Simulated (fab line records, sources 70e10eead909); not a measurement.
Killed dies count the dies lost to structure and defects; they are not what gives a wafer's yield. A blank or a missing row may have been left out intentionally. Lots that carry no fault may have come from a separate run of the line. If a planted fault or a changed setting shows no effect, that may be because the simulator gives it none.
fab line records ; flow nand-harc
record: lots: 5; wafers: 15; last-day: 32
route steps=1302 shown A_STAIRCASE@832 A_SGD_CUT@904 END@1302
lots that met no fault: from a run of the same line without faults
start-h: hours from the record's first day to the start of the lot's first wafer shown ; wait-h: how many hours have passed since the lot's step before this one ; " identical to the entry in the row above ; L1.1+2: a row that stands for several wafers ; - value missing, or start not given ; * or withheld: withheld ; < > ~ a bound
route shown NAME@n: a module of which the file shows steps, and the number in the route of the first ; usual: mean/standard deviation taken from wafers without a fault ; same: alike in all rows ; chamber/n: place in a boat ; sites: the reading at each site ; _std_site: the standard deviation of these ; _edge_site: inner sites' mean taken away from outer sites' mean ; radius-mm: for every site, how far away it sits from the centre of the wafer ; mask NAME#n: copy n ; behind: tool/chamber where the wafer was last shaped ; hold: the reason the lot was held/the length of the hold in hours/how it ended ; device: which transistor (n, p or np) failed to switch ; end of line: at the end of the route, the tests of the same wafers ; where a step has no rows: the recipe by itself ; killed: not the wafer's yield, but the dies lost to structure and defects at the first sort ; map: per-die view of a wafer (x killed, . not killed, _ where there is no die)
set.NAME: setting as actually run; set.NAME@STEP: the setting as run at that earlier step ; model.NAME: the simulator's own value behind a step, which no gauge read
certain route steps with their lots: each step a table, each wafer a row
services: the hour from which a tool's chamber was out of use, counted from the record's first day as start-h (under 0 if before that day), plus the number of hours and why
== steps ==
step: NHARC_A_STAIRCASE_HM_OPEN_463
recipe: o2-flow-sccm: 400; cos-flow-sccm: 20; ar-flow-sccm: 0; rf-w: 500; bias-w: 300; chemistry: O2/COS
usual: drypump-motor-current-A: 5.9/0.45; oes-product-au: 1.001/0.0086; rf-vpp-V: 466.8/2.7; showerhead-plenum-p-Torr: 3.11/0.12; throttle-valve-pct: 28.330/0.0086
lot.wafer;tool;chamber;start-h;wait-h;drypump-motor-current-A;oes-product-au;rf-hours-counter-h;rf-vpp-V;showerhead-plenum-p-Torr;throttle-valve-pct
L714.4;rie-diel-03;0;-;-;6.5;1.007;29;469.7;3.23;28.339
L714.2;rie-diel-03;2;-;-;4.9;1.001;31;466.2;3.13;28.343
L714.5;rie-diel-03;1;-;-;5.7;0.998;-;469.4;3.17;28.321
L720.4;rie-diel-03;2;-;-;5.0;0.996;53;466.6;3.12;28.321
L720.3;rie-diel-03;3;-;-;5.9;0.993;49;462.4;2.89;28.340
L720.5;rie-diel-03;2;-;-;4.9;1.003;-;466.8;3.12;28.328
L723.3;rie-diel-03;0;-;-;6.5;1.003;9;468.7;3.21;28.336
L723.1;rie-diel-03;1;-;-;5.7;0.997;10;467.8;3.15;28.326
L723.6;rie-diel-03;2;-;-;5.0;0.994;-;467.7;3.11;28.342
L725.1;rie-diel-03;0;-;-;6.5;1.005;10;468.4;3.21;28.332
L725.5;rie-diel-03;3;-;-;5.9;1.005;-;471.8;3.37;28.324
L725.6;rie-diel-03;0;-;-;6.5;1.008;-;468.6;3.21;28.333
L734.3;rie-diel-03;2;-;-;5.0;1.015;46;466.2;3.10;28.318
L734.5;rie-diel-03;0;-;-;6.5;1.016;-;468.5;3.20;28.330
L734.6;rie-diel-03;1;-;-;5.7;1.010;-;467.5;3.14;28.325
step: NHARC_A_STAIRCASE_STRIP_464
recipe: o2-flow-sccm: 400; cos-flow-sccm: 20; ar-flow-sccm: 0; bias-w: 0; chemistry: O2/COS
step: NHARC_A_STAIRCASE_ETCH_453
recipe: target-depth-a: 300; overetch-a: 30; time-s: 16.5; ion-energy-ev: 100; cf4-flow-sccm: 80; o2-flow-sccm: 20; ar-flow-sccm: 0; rf-w: 300; bias-w: 100; chemistry: CF4/O2
step: NHARC_A_STAIRCASE_ETCH_315
recipe: target-depth-a: 25000; time-s: 607.1; ion-energy-ev: 800; c4f8-flow-sccm: 80; o2-flow-sccm: 60; ar-flow-sccm: withheld; rf-w: 600; bias-w: 3000; chemistry: C4F8/O2/Ar
step: NHARC_A_STAIRCASE_STRIP_316
recipe: o2-flow-sccm: 500; ar-flow-sccm: 0; bias-w: 0; chemistry: O2
step: NHARC_A_STAIRCASE_STRIP_317
recipe: time-s: 900; temp-c: 130; chemistry: SPM
step: NHARC_A_STAIRCASE_PRECLEAN_318
recipe: time-s: *; temp-c: 50; bath-age-min: 0; chemistry: SC1
step: NHARC_A_STAIRCASE_SRD_329
step: NHARC_A_STAIRCASE_ALD_415
recipe: target-thk-a: 300; pulse-time-s: 6; ald-cycles: 300; temp-c: 300; material: SiO2
usual: heater-power-w: 455/27; precursor-pulse-height-rel: 1.001/0.02
lot.wafer;tool;chamber;start-h;wait-h;heater-power-w;precursor-pulse-height-rel;since-wet-clean-h
L714.2;ald-hk-04;2;389.46;1.8;455;1.022;123
L714.4;ald-hk-04;3;389.46;1.8;463;0.981;124
L714.5;ald-hk-04;0;389.46;1.8;471;0.964;-
L720.4;ald-hk-04;2;451.97;0.3;493;1.005;8
L720.3;ald-hk-04;3;451.97;0.3;472;0.976;8
L720.5;ald-hk-04;1;451.97;0.3;400;1.002;-
L723.1;ald-hk-01;2;503.88;0.3;452;1.007;19
L723.3;ald-hk-01;0;503.88;0.3;417;0.971;19
L723.6;ald-hk-01;2;503.88;0.3;452;1.019;-
L725.1;ald-hk-02;0;509.37;0.7;413;1.021;151
L725.6;ald-hk-02;1;509.37;0.7;496;0.973;-
L725.5;ald-hk-02;2;509.37;0.7;431;0.998;-
L734.3;ald-hk-01;0;599.31;0.3;432;1.018;114
L734.6;ald-hk-01;3;599.31;0.3;437;0.992;-
L734.5;ald-hk-01;0;599.31;0.3;441;0.994;-
step: NHARC_A_STAIRCASE_ETCHBACK_416
recipe: target-depth-a: 360; time-s: 7.2; c4f8-flow-sccm: withheld; o2-flow-sccm: 8; ar-flow-sccm: withheld; rf-w: 600; bias-w: 800; chemistry: C4F8/O2/Ar
step: NHARC_A_STAIRCASE_STRIP_476
recipe: time-s: 20; o2-flow-sccm: 500; ar-flow-sccm: 0; bias-w: 0; chemistry: O2
step: NHARC_A_STAIRCASE_DEP_417
recipe: target-thk-a: 600; step-coverage-pct: 20; temp-c: 400; target-thk-nm: 60; flow-sccm: 200; rf-w: 450; material: Si3N4
usual: heater-power-w: 718/73
lot.wafer;tool;chamber;start-h;wait-h;heater-power-w;since-wet-clean-h
L714.2;pecvd-01;2;391.36;-;815;67
L714.4;pecvd-01;0;391.36;-;600;-
L714.5;pecvd-01;2;391.36;-;808;-
L720.3;pecvd-01;0;454.04;-;648;130
L720.4;pecvd-01;0;454.04;-;633;-
L720.5;pecvd-01;2;454.04;-;803;-
L723.1;pecvd-04;2;505.93;-;808;43
L723.3;pecvd-04;0;505.93;-;669;43
L723.6;pecvd-04;2;505.93;-;767;-
L725.1;pecvd-02;0;511.01;-;821;90
L725.5;pecvd-02;2;511.01;-;633;-
L725.6;pecvd-02;0;511.01;-;813;-
L734.3;pecvd-04;1;601.49;-;736;138
L734.6;pecvd-04;1;601.49;-;726;-
L734.5;pecvd-04;2;601.49;-;752;-
step: NHARC_A_STAIRCASE_WET_418
recipe: temp-c: 160; target-depth-a: 200; chemistry: H3PO4
step: NHARC_A_STAIRCASE_PRECLEAN_419
recipe: time-s: *; temp-c: 50; bath-age-min: 0; chemistry: SC1
step: NHARC_A_STAIRCASE_SRD_421
step: NHARC_A_STAIRCASE_ALD_420
recipe: target-thk-a: 200; pulse-time-s: 6; ald-cycles: 200; temp-c: 300; material: SiO2
step: NHARC_A_STAIRCASE_CVD_552
recipe: target-thk-a: 400; temp-c: 700; pressure-mtorr: 300; material: SiNx
step: NHARC_A_STAIRCASE_DEP_151
recipe: target-thk-a: 72000; temp-c: 400; target-thk-nm: 7200; teos-flow-sccm: 200; rf-w: 500; material: SiO2
usual: heater-power-w: 643/86
lot.wafer;tool;chamber;start-h;wait-h;heater-power-w;since-wet-clean-h
L714.2;pecvd-04;0;402.21;0.5;768;120
L714.5;pecvd-04;0;402.21;0.5;646;-
L714.4;pecvd-04;1;402.21;0.5;625;-
L720.4;pecvd-02;0;465.21;0.7;654;-
L720.3;pecvd-02;2;465.21;0.7;575;-
L720.5;pecvd-02;2;465.21;0.7;567;-
L723.1;pecvd-04;2;516.70;0.4;748;54
L723.3;pecvd-04;0;516.70;0.4;718;54
L723.6;pecvd-04;2;516.70;0.4;624;-
L725.1;pecvd-04;0;521.97;0.6;780;59
L725.6;pecvd-04;1;521.97;0.6;610;-
L725.5;pecvd-04;2;521.97;0.6;629;-
L734.3;pecvd-01;0;612.21;0.4;681;107
L734.6;pecvd-01;0;612.21;0.4;558;-
L734.5;pecvd-01;1;612.21;0.4;503;-
step: NHARC_A_STAIRCASE_ANNEAL_320
recipe: temp-c: 750; time-s: 1800
step: NHARC_A_STAIRCASE_DEP_322
recipe: target-thk-a: 72000; temp-c: 400; target-thk-nm: 7200; teos-flow-sccm: 200; rf-w: 500; material: SiO2
usual: heater-power-w: 640/81
lot.wafer;tool;chamber;start-h;wait-h;heater-power-w;since-wet-clean-h
L714.2;pecvd-01;2;409.95;0.1;801;86
L714.4;pecvd-01;2;409.95;0.1;637;-
L714.5;pecvd-01;0;409.95;0.1;530;-
L720.4;pecvd-02;2;472.35;0.4;559;-
L720.3;pecvd-02;0;472.35;0.4;658;-
L720.5;pecvd-02;0;472.35;0.4;663;-
L723.3;pecvd-04;0;524.50;0.1;648;61
L723.1;pecvd-04;1;524.50;0.1;637;61
L723.6;pecvd-04;0;524.50;0.1;623;-
L725.1;pecvd-02;0;529.11;0.1;782;108
L725.5;pecvd-02;1;529.11;0.1;603;-
L725.6;pecvd-02;2;529.11;0.1;561;-
L734.3;pecvd-04;1;620.03;0.1;675;157
L734.6;pecvd-04;2;620.03;0.1;646;-
L734.5;pecvd-04;0;620.03;0.1;644;-
step: NHARC_A_STAIRCASE_ANNEAL_323
recipe: temp-c: 750; time-s: 1800
step: NHARC_A_STAIRCASE_DEP_325
recipe: target-thk-a: 72000; temp-c: 400; target-thk-nm: 7200; teos-flow-sccm: 200; rf-w: 500; material: SiO2
step: NHARC_A_STAIRCASE_ANNEAL_326
recipe: temp-c: 750; time-s: 1800
step: NHARC_A_STAIRCASE_DEHYDRATE_433
recipe: temp-c: 150; time-s: 120
step: NHARC_A_STAIRCASE_HMDS_434
recipe: time-s: 30
step: NHARC_A_STAIRCASE_COAT_435
recipe: spin-rpm: 1200
step: NHARC_A_STAIRCASE_SOFTBAKE_436
recipe: temp-c: 135; time-s: 170
step: NHARC_A_STAIRCASE_EBR_437
step: NHARC_A_STAIRCASE_EXPOSE_438
recipe: na: 0.5; dose-mj: 28.97; mask-id: STAIR_REV
step: NHARC_A_STAIRCASE_PEB_439
recipe: peb-temp-c: 115; peb-time-s: 130
step: NHARC_A_STAIRCASE_DEVELOP_440
recipe: time-s: 140
step: NHARC_A_STAIRCASE_HARDBAKE_442
recipe: temp-c: 120; time-s: 140
step: NHARC_A_STAIRCASE_DESCUM_443
recipe: time-s: 3; o2-flow-sccm: 200; ar-flow-sccm: 0; bias-power-w: 0; chemistry: O2
step: NHARC_A_STAIRCASE_ETCH_444
recipe: target-depth-a: 2.04e+05; time-s: 6800; c4f8-flow-sccm: 20; o2-flow-sccm: 10; ar-flow-sccm: withheld; rf-w: 600; bias-w: 1000; chemistry: C4F8/O2
usual: oes-product-au: 0.937/0.021; rf-vpp-V: 806/4.3
lot.wafer;tool;chamber;start-h;wait-h;oes-product-au;rf-hours-counter-h;rf-vpp-V
L714.4;rie-diel-12;3;428.07;0.1;0.908;56;801
L714.2;rie-diel-12;2;429.51;1.5;0.928;54;807
L714.5;rie-diel-12;3;429.51;1.5;0.913;-;801
L720.3;rie-diel-12;1;489.95;1.0;0.970;14;808
L720.4;rie-diel-12;2;489.95;1.0;0.980;14;808
L720.5;rie-diel-12;0;489.95;1.0;0.970;-;801
L723.3;rie-diel-03;2;541.46;0.6;0.935;28;807
L723.1;rie-diel-03;0;541.46;0.6;0.941;25;810
L723.6;rie-diel-03;1;541.46;0.6;0.932;-;809
L725.1;rie-diel-05;3;544.75;0.5;0.912;40;810
L725.5;rie-diel-05;2;546.16;1.9;0.923;-;807
L725.6;rie-diel-05;3;546.16;1.9;0.908;-;808
L734.3;rie-diel-03;3;636.56;1.5;0.937;57;815
L734.6;rie-diel-03;0;636.56;1.5;0.924;-;810
L734.5;rie-diel-03;1;636.56;1.5;0.930;-;807
step: NHARC_A_STAIRCASE_STRIP_446
recipe: power-w: 1500; temp-c: 250; chemistry: O2
step: NHARC_A_STAIRCASE_STRIP_447
recipe: time-s: 900; temp-c: 130; chemistry: SPM
step: NHARC_A_SGD_CUT_DESCUM_14
recipe: time-s: 3; o2-flow-sccm: 200; ar-flow-sccm: 0; bias-power-w: 0; chemistry: O2
usual: drypump-motor-current-A: 5.7/0.35; oes-product-au: 1.001/0.0092; rf-vpp-V: 57.7/0.87; showerhead-plenum-p-Torr: 1.88/0.067; throttle-valve-pct: 11.311/0.0093
lot.wafer;tool;chamber;start-h;wait-h;hold;drypump-motor-current-A;oes-product-au;rf-hours-counter-h;rf-vpp-V;showerhead-plenum-p-Torr;throttle-valve-pct
L714.4;rie-diel-01;3;436.27;0.1;-;5.8;0.993;1.9;59.7;1.93;11.302
L714.2;rie-diel-01;2;436.27;0.1;-;5.4;0.996;1.9;58.0;1.96;11.303
L714.5;rie-diel-01;3;436.27;0.1;-;5.7;0.994;-;57.1;1.93;11.300
L720.4;rie-diel-08;3;496.99;0.1;-;5.7;1.002;9.7;56.2;1.78;11.311
L720.3;rie-diel-08;1;496.99;0.1;-;6.2;0.998;10.5;57.5;1.78;11.311
L720.5;rie-diel-08;3;496.99;0.1;-;5.7;1.009;-;56.7;1.78;11.316
L723.3;rie-diel-01;0;549.33;0.1;-;5.9;1.004;7.9;58.1;1.83;11.303
L723.1;rie-diel-01;2;549.33;0.1;-;5.5;1.001;8.1;57.5;1.96;11.322
L723.6;rie-diel-01;1;549.33;0.1;-;5.2;0.992;-;57.7;1.81;11.314
L725.1;rie-diel-02;0;552.23;0.1;-;6.1;1.023;8.0;59.1;1.89;11.320
L725.6;rie-diel-02;1;552.23;0.1;-;5.8;0.995;-;59.3;1.93;11.311
L725.5;rie-diel-02;2;552.23;0.1;-;5.2;0.994;-;58.3;1.90;11.304
L734.3;rie-diel-01;0;650.65;6.6;await-dispo/6.5h/release;5.9;1.003;3.8;57.8;1.83;11.318
L734.6;rie-diel-01;1;650.65;6.6;await-dispo/6.5h/release;5.1;0.996;-;57.7;1.80;11.305
L734.5;rie-diel-01;2;650.65;6.6;await-dispo/6.5h/release;5.5;0.995;-;57.5;1.96;11.308
step: NHARC_END_SORT_01
recipe: temp-c: 25
usual: killed-at-array: 65/19; killed-at-other: 0.9/1.1; killed-at-periphery: 3.5/2.3; killed-dies: 69/19; killed-open: 3.2/1.8; killed-short: 2.4/1.5
same: gross-dies: 677
lot.wafer;tool;chamber;start-h;wait-h;killed-at-array;killed-at-other;killed-at-periphery;killed-dies;killed-open;killed-short
L725.1;prober-01;0;676.05;2.5;75;1;1;77;4;2
L725.5;prober-01;0;679.32;3.8;67;0;2;69;4;1
L725.6;prober-01;0;680.14;4.1;72;0;0;72;3;0
L723.1;prober-02;0;683.87;2.5;74;0;4;78;3;1
L723.3;prober-02;0;685.46;3.1;79;1;2;82;1;1
L723.6;prober-02;0;687.85;4.0;88;3;3;94;5;1
L734.5;prober-01;0;775.33;3.7;127;1;4;132;2;2
L734.6;prober-01;0;776.13;4.0;48;0;5;53;2;2
killed by level:class
L725.1 A_CHANNEL_HOLE_D1:chamber-film-flake=35 A_CHANNEL_HOLE_D2:chamber-film-flake=19 A_STAIRCASE:chamber-film-flake=6 A_CONTACT:chamber-film-flake=5 A_SLIT:chamber-film-flake=2 A_CHANNEL_FILL_D1:geometric-particle:short=1 A_CHANNEL_FILL_D1:geometric-particle:open=1 A_ONON_D2:geometric-particle:open=1
L725.5 A_CHANNEL_HOLE_D1:chamber-film-flake=28 A_CHANNEL_HOLE_D2:chamber-film-flake=23 A_CONTACT:chamber-film-flake=6 A_STAIRCASE:chamber-film-flake=4 P_M1:geometric-particle:open=1 A_ONON_D2:geometric-particle:open=1 A_CHANNEL_HOLE_D2:geometric-particle:open=1 A_SGD_CUT:geometric-particle:open=1
L725.6 A_CHANNEL_HOLE_D1:chamber-film-flake=41 A_CHANNEL_HOLE_D2:chamber-film-flake=19 A_STAIRCASE:chamber-film-flake=3 A_CONTACT:chamber-film-flake=3 A_CHANNEL_FILL_D2:geometric-particle:open=2 A_WL_FILL:chamber-film-flake=2 A_WL_FILL:geometric-particle:open=1 A_SLIT:chamber-film-flake=1
L723.1 A_SLIT:chamber-film-flake=31 A_CHANNEL_HOLE_D1:chamber-film-flake=29 A_STAIRCASE:chamber-film-flake=5 A_WL_FILL:chamber-film-flake=3 P_STI:chamber-film-flake=2 A_SGD_CUT:chamber-film-flake=2 P_M0:geometric-particle:open=1 P_M1:geometric-particle:open=1
L723.3 A_CHANNEL_HOLE_D1:chamber-film-flake=36 A_SLIT:chamber-film-flake=30 A_SGD_CUT:chamber-film-flake=5 A_STAIRCASE:chamber-film-flake=3 A_WL_FILL:chamber-film-flake=2 P_CONTACT:geometric-particle:open=1 A_BLC:geometric-particle:short=1 P_ZERO_WELL:chamber-film-flake=1
L723.6 A_SLIT:chamber-film-flake=41 A_CHANNEL_HOLE_D1:chamber-film-flake=34 A_ONON_D1:geometric-particle:open=2 A_STAIRCASE:chamber-film-flake=2 A_CONTACT:chamber-film-flake=2 THIN_TSV:chamber-film-flake=2 A_SOURCE_PLATE:geometric-particle:short=1 A_CHANNEL_FILL_D2:geometric-particle:open=1
L734.5 A_STAIRCASE:unspecified=77 A_CHANNEL_HOLE_D2:chamber-film-flake=22 A_CHANNEL_HOLE_D1:chamber-film-flake=15 A_STAIRCASE:chamber-film-flake=4 A_SLIT:chamber-film-flake=3 A_ONON_D1:geometric-particle:short=1 A_DECK1_JOINT:geometric-particle:open=1 A_STAIRCASE:geometric-particle:open=1
L734.6 A_CHANNEL_HOLE_D2:chamber-film-flake=19 A_CHANNEL_HOLE_D1:chamber-film-flake=11 A_SLIT:chamber-film-flake=10 P_M2:chamber-film-flake=2 A_STAIRCASE:chamber-film-flake=2 A_CONTACT:chamber-film-flake=2 P_BONDPAD:geometric-particle:open=1 A_ONON_D1:geometric-particle:short=1
map L734.5 (x killed, . not)
____________.____________
_________.x.x..._________
_______....xxx...._______
______.....xxxx....______
_____.x...xxxxxx...._____
____.....xxxxxxxx....____
____......xxxxxx.....____
___....x.xxxxxxx......___
___.......xxxxxxxx....___
__......xxxxxxxx.......__
__.......xxxxxxx..x....__
_........xxxxxxx........_
_..........xxxxxx......._
_.........x.x.xx........_
_.........x...x........._
_.....x..........xx....._
...............x..xx.x...
...............xx.x......
.........xx......xxxx....
.....x.........xxxxxx....
................xxxxx....
_........x.....x...xx..._
_................xxxx.x._
_...............xxx....._
_..............x........_
_......xx..............._
__......x...x....x.....__
__.......x.............__
___..x................___
___..................x___
____x..x.............____
____.................____
_____..............._____
______.............______
_______..........._______
_________......._________
____________.____________
map L723.6 (x killed, . not)
____________.____________
_________xx....._________
_______..x........_______
______.............______
_____..............._____
____.................____
____.................____
___..........x........___
___...................___
__.....................__
__..x...x.x..x.........__
_..........x.x..x......._
_........x.xx..........._
_........xxxxx....x....._
_........x.xxx.........._
_.......xxxxxx.........._
........x.xxxxx..........
......x.x.x.xx.x.........
....x....xxxx............
........x.xx.x..x........
.......xxxx..x...........
_....x.xxxx.x..........._
_....xxxxxxxx..........._
_....xx.xxxxx..........._
_......xxxx............._
_.....x.xxxx............_
__.....x...............__
__.....................__
___................x..___
___...................___
____.....x...........____
____...x.............____
_____..............._____
______x............______
_______..x.x......_______
_________......._________
____________.____________
== services ==
tool;chamber;start-h;hours;kind
rie-diel-12;-;376.64;0.5;repair
rie-diel-01;-;380.80;9.0;pm
rie-diel-03;2;394.33;1.7;repair
rie-diel-03;0;400.29;7.5;repair
rie-diel-12;3;401.05;5.6;repair
pecvd-02;-;408.09;13.0;pm
ald-hk-04;-;434.54;10.0;pm
pecvd-02;-;439.73;0.7;repair
pecvd-04;-;450.22;13.0;pm
rie-diel-03;2;453.37;4.3;repair
rie-diel-03;-;459.55;9.0;pm
pecvd-02;1;462.07;10.2;repair
rie-diel-01;-;485.46;0.2;repair
pecvd-01;0;491.00;11.1;repair
pecvd-01;-;492.22;13.0;pm
rie-diel-03;1;502.74;20.3;repair
pecvd-01;1;521.48;6.5;repair
rie-diel-01;-;557.80;9.0;pm
pecvd-04;2;558.56;5.7;repair
rie-diel-01;0;568.42;15.4;repair
pecvd-02;-;589.21;13.0;pm
rie-diel-03;0;606.54;6.3;repair
pecvd-04;-;631.22;13.0;pm
rie-diel-03;-;638.00;9.0;pm
== key ==
first-sign: step: NHARC_END_SORT_01; reading: killed-at-array; direction: up; sigmas: 3.3; usual: 65; struck: 127
effect: step: NHARC_END_SORT_01; reading: killed-dies; direction: up; sigmas: 3.3; usual: 69; struck: 132
more-kills-born-at: NHARC_A_STAIRCASE_DEP_417@pecvd-04: 77
met-at NHARC_A_STAIRCASE_DEP_417
struck-wafers L734.5
tester-left-out L734
onset-between 505.93 601.49
fault: kind: chamber-particle-source; tool: pecvd-04; chamber: 2; onset-h: 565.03; steps: NHARC_A_STAIRCASE_DEP_417; rate-per-visit-cm2: 0.65084; end-h: 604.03
tester-left-out: of these lots the tester's yield and bins aren't shown, on N5 and GAA mostly nor the transistor test; their killed dies are dies lost to structure and defects alone, not to doping, threshold or leakage, so they don't give the yield
